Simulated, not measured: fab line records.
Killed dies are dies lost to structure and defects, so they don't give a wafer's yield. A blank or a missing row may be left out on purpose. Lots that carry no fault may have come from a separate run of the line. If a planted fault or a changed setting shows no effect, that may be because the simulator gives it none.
Matching of chambers :: flow n5_finfet :: 3 sister chambers for N5_BEOL_M12_ILD_DEP_00 on pecvd-03
The step deposits SiOC from DEMS/O2, target thk 658.92 nm, time 130.7 s. 14 wafers are shown with their chamber, then 7 later ones without.

## WAFERS WITH THEIR CHAMBER
wafer: L078.1
chamber: 0
throttle_valve_pct (%): 14.3
showerhead_plenum_p_Torr (Torr): 5.690
heater_power_w (W): 500

wafer: L078.3
chamber: 2
throttle_valve_pct (%): 10.7
showerhead_plenum_p_Torr (Torr): 5.715
heater_power_w (W): 532

wafer: L078.6
chamber: 1
throttle_valve_pct (%): 12.5
showerhead_plenum_p_Torr (Torr): 5.728
heater_power_w (W): 468

wafer: L081.1
chamber: 1
throttle_valve_pct (%): 12.6
showerhead_plenum_p_Torr (Torr): 5.713
heater_power_w (W): 547

wafer: L081.4
chamber: 0
throttle_valve_pct (%): 14.5
showerhead_plenum_p_Torr (Torr): 5.687
heater_power_w (W): 555

wafer: L081.6
chamber: 1
throttle_valve_pct (%): 12.6
showerhead_plenum_p_Torr (Torr): 5.735
heater_power_w (W): 589

wafer: L083.1
chamber: 2
throttle_valve_pct (%): 10.8
showerhead_plenum_p_Torr (Torr): 5.724
heater_power_w (W): 666

wafer: L083.2
chamber: 0
throttle_valve_pct (%): 14.4
showerhead_plenum_p_Torr (Torr): 5.681
heater_power_w (W): 526

wafer: L083.3
chamber: 1
throttle_valve_pct (%): 12.5
showerhead_plenum_p_Torr (Torr): 5.715
heater_power_w (W): 554

wafer: L085.3
chamber: 1
throttle_valve_pct (%): 12.4
showerhead_plenum_p_Torr (Torr): 5.722
heater_power_w (W): 563

wafer: L085.5
chamber: 1
throttle_valve_pct (%): 12.8
showerhead_plenum_p_Torr (Torr): 5.728
heater_power_w (W): 592

wafer: L085.6
chamber: 2
throttle_valve_pct (%): 10.7
showerhead_plenum_p_Torr (Torr): 5.714
heater_power_w (W): 653

wafer: L086.1
chamber: 2
throttle_valve_pct (%): 10.9
showerhead_plenum_p_Torr (Torr): 5.714
heater_power_w (W): 643

wafer: L086.4
chamber: 0
throttle_valve_pct (%): 14.5
showerhead_plenum_p_Torr (Torr): 5.677
heater_power_w (W): 522

SIGNATURES, as means of the wafers listed above
reading: throttle_valve_pct
chamber 0: 14.425
chamber 1: 12.567
chamber 2: 10.775
scatter within a chamber: 0.116

reading: showerhead_plenum_p_Torr
chamber 0: 5.68375
chamber 1: 5.72350
chamber 2: 5.71675
scatter within a chamber: 0.00695

reading: heater_power_w
chamber 0: 525.75
chamber 1: 552.17
chamber 2: 623.50
scatter within a chamber: 45.9
Rule: for each reading, subtract the chamber's mean from the wafer's reading, divide by that reading's scatter and square the result; add these up over the readings and take the root, which gives the wafer's distance from the chamber. The wafer belongs to the nearest chamber; if the next one is less than 2 further off, it can't be placed. How the scatter is found: for the shown wafers, subtract from each reading the mean of its chamber, square and add these, divide the total by (wafers less chambers), then take the root.

## WAFERS WITHOUT THEIR CHAMBER
wafer: L086.5
throttle_valve_pct (%): 12.4
showerhead_plenum_p_Torr (Torr): 5.727
heater_power_w (W): 563

wafer: L092.2
throttle_valve_pct (%): 11.0
showerhead_plenum_p_Torr (Torr): 5.712
heater_power_w (W): 616

wafer: L092.3
throttle_valve_pct (%): 12.7
showerhead_plenum_p_Torr (Torr): 5.735
heater_power_w (W): 565

wafer: L092.6
throttle_valve_pct (%): 10.7
showerhead_plenum_p_Torr (Torr): 5.706
heater_power_w (W): 656

wafer: L096.3
throttle_valve_pct (%): 14.7
showerhead_plenum_p_Torr (Torr): 5.682
heater_power_w (W): 565

wafer: L096.4
throttle_valve_pct (%): 10.7
showerhead_plenum_p_Torr (Torr): 5.719
heater_power_w (W): 669

wafer: L096.5
throttle_valve_pct (%): 14.3
showerhead_plenum_p_Torr (Torr): 5.709
heater_power_w (W): 569

## THE CHAMBER EACH PASSED THROUGH
wafer: L086.5
from the rows above: 1
in truth: 1

wafer: L092.2
from the rows above: 2
in truth: 2

wafer: L092.3
from the rows above: 1
in truth: 1

wafer: L092.6
from the rows above: 2
in truth: 2

wafer: L096.3
from the rows above: 0
in truth: 0

wafer: L096.4
from the rows above: 2
in truth: 2

wafer: L096.5
from the rows above: 0
in truth: 0
Placed correctly: 7 of 7. Left unplaced by these rows: 0. Placed wrongly: 0.
